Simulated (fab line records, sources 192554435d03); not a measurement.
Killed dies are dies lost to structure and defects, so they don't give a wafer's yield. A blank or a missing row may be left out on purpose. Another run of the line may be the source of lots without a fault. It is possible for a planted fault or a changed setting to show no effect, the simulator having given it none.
What tool caused it? | flow n5Finfet | 57 wafers from 19 lots sampled at 2 of the route's 1938 steps

## WHAT THE GAUGES READ, wafer by wafer
N5_BEOL_M2_INSPECT_30: inspects for defects (brightfield).
lot  | measured     | on               | rawDefectCount
L074 | day 6 11:51  | defectInspect-01 | 485 386 366
L075 | day 7 05:11  | defectInspect-02 | 270 308 406
L076 | day 7 09:28  | defectInspect-02 | 317 362 426
L077 | day 7 12:01  | defectInspect-02 | 411 328 338
L080 | day 8 09:07  | defectInspect-02 | 398 351 341
L081 | day 8 15:00  | defectInspect-02 | 408 424 473
L083 | day 8 16:37  | defectInspect-02 | 316 471 369
L085 | day 9 11:01  | defectInspect-01 | 465 496 483
L086 | day 9 20:36  | defectInspect-01 | 336 308 250
L087 | day 9 21:01  | defectInspect-02 | 455 474 289
L088 | day 10 06:07 | defectInspect-02 | 380 440 513
L089 | day 10 09:16 | defectInspect-02 | 361 280 279
L090 | day 10 15:02 | defectInspect-01 | 303 278 299
L091 | day 10 19:17 | defectInspect-01 | 400 347 271
L092 | day 11 06:56 | defectInspect-02 | 389 317 437
L094 | day 11 09:02 | defectInspect-02 | 577 498 615
L093 | day 11 10:02 | defectInspect-01 | 408 249 281
L096 | day 12 01:11 | defectInspect-01 | 341 262 296
L097 | day 12 15:31 | defectInspect-02 | 564 430 376

## WHAT TOOL EACH LOT RAN ON (gives the tool, then ch and the chambers of the sampled wafers, and finally the start)
lot  | N5_BEOL_M2_DESCUM_16
L074 | rieDiel-01 ch 1,2, day 6 10:55
L075 | rieDiel-04 ch 0,2,3, day 7 04:13
L076 | rieDiel-04 ch 1,2,3, day 7 08:37
L077 | rieDiel-05 ch 0,1, day 7 10:58
L080 | rieDiel-05 ch 0,2,3, day 8 08:15
L081 | rieDiel-05 ch 2,3, day 8 13:58
L083 | rieDiel-04 ch 0,3, day 8 15:39
L085 | rieDiel-04 ch 2,3, day 9 09:55
L086 | rieDiel-05 ch 1,2, day 9 19:35
L087 | rieDiel-05 ch 0,3, day 9 20:04
L088 | rieDiel-01 ch 0,1,3, day 10 05:09
L089 | rieDiel-05 ch 0,2,3, day 10 08:26
L090 | rieDiel-04 ch 1,2,3, day 10 14:11
L091 | rieDiel-04 ch 1,2,3, day 10 18:27
L092 | rieDiel-05 ch 0,2,3, day 11 05:52
L094 | rieDiel-04 ch 2,3, day 11 08:04
L093 | rieDiel-04 ch 2,3, day 11 09:11
L096 | rieDiel-04 ch 0,1,2, day 12 00:10
L097 | rieDiel-01 ch 2,3, day 12 14:28
- N5_BEOL_M2_DESCUM_16: chemistry O2, time 7 s.

## WHAT THE TOOLS THEMSELVES READ (means of the sampled wafers that have a number; where no wafer has one, the mark that the record gives instead)
N5_BEOL_M2_DESCUM_16.
lot  | tool       | biasPowerW (W) | drypumpMotorCurrentA (A) | oesProductAu (a.u.) | rfFwdPowerW (W) | rfVppV (V) | showerheadPlenumPTorr (Torr) | throttleValvePct (%)
L074 | rieDiel-01 | 20.06          | 6.6                      | 0.78                | 49.40           | 242.7      | 2.11                         | 20.56
L075 | rieDiel-04 | 20.02          | 6.0                      | 0.72                | 49.52           | 243.3      | 2.10                         | 20.19
L076 | rieDiel-04 | 20.02          | 5.7                      | 0.73                | 49.26           | 243.5      | 2.14                         | 20.32
L077 | rieDiel-05 | 19.94          | 5.8                      | 0.79                | 49.36           | 242.4      | 2.07                         | 20.31
L080 | rieDiel-05 | 19.95          | 5.9                      | 0.79                | 49.41           | 243.4      | 2.11                         | 20.39
L081 | rieDiel-05 | 20.03          | 5.9                      | 0.78                | 49.54           | 245.0      | 2.16                         | 20.51
L083 | rieDiel-04 | 19.96          | 6.3                      | 0.71                | 49.30           | 242.2      | 2.04                         | 20.22
L085 | rieDiel-04 | 20.01          | 5.7                      | 0.79                | 49.44           | 244.4      | 2.15                         | 20.09
L086 | rieDiel-05 | 20.03          | 6.5                      | 0.82                | 49.30           | 243.2      | 2.11                         | 20.34
L087 | rieDiel-05 | 20.09          | 5.6                      | 0.80                | 49.61           | 242.6      | 2.08                         | 20.35
L088 | rieDiel-01 | 20.02          | 5.7                      | 0.80                | 49.31           | 242.8      | 2.08                         | 20.66
L089 | rieDiel-05 | 20.07          | 5.9                      | 0.77                | 49.50           | 243.2      | 2.10                         | 20.42
L090 | rieDiel-04 | 19.99          | 5.7                      | 0.78                | 49.46           | 244.1      | 2.13                         | 20.27
L091 | rieDiel-04 | 20.00          | 5.7                      | 0.78                | 49.41           | 243.8      | 2.13                         | 20.26
L092 | rieDiel-05 | 19.99          | 5.9                      | 0.76                | 49.42           | 243.9      | 2.09                         | 20.42
L094 | rieDiel-04 | 19.90          | 5.7                      | 0.83                | 49.10           | 243.8      | 2.15                         | 20.04
L093 | rieDiel-04 | 19.98          | 5.7                      | 0.83                | 49.60           | 243.2      | 2.15                         | 20.03
L096 | rieDiel-04 | 19.98          | 6.0                      | 0.87                | 49.42           | 243.9      | 2.15                         | 20.19
L097 | rieDiel-01 | 19.97          | 5.6                      | 0.69                | 49.52           | 241.7      | 2.01                         | 20.52

## THE ANSWER, worked out from the rows above alone
Rule: the lots themselves supply what counts as usual. The widest of any qualifying gaps counts: lots, ordered by their means at a reading, are off when they make up no more than a third of the lots, leave a main group of 4 or more, and stand apart from it by 3 or more times the standard deviation of that group's means. A main group is skipped when, at the precision printed for the reading in the tables above, its means are all equal. Also off: a lot with no number at a reading for which 4 or more lots have one. All remaining lots with rows at the step are treated as sound. After the gauges, taken in route order, come the tools' own readings; for these a lot's mean is taken, as printed above. The first step at which some lot is off is used, and at that step the reading that is off furthest; a lot without a number counts as furthest.
No lot is off at any reading shown: from this, nothing can be told.

## WHAT HAD BEEN PUT IN BY THE SIMULATOR
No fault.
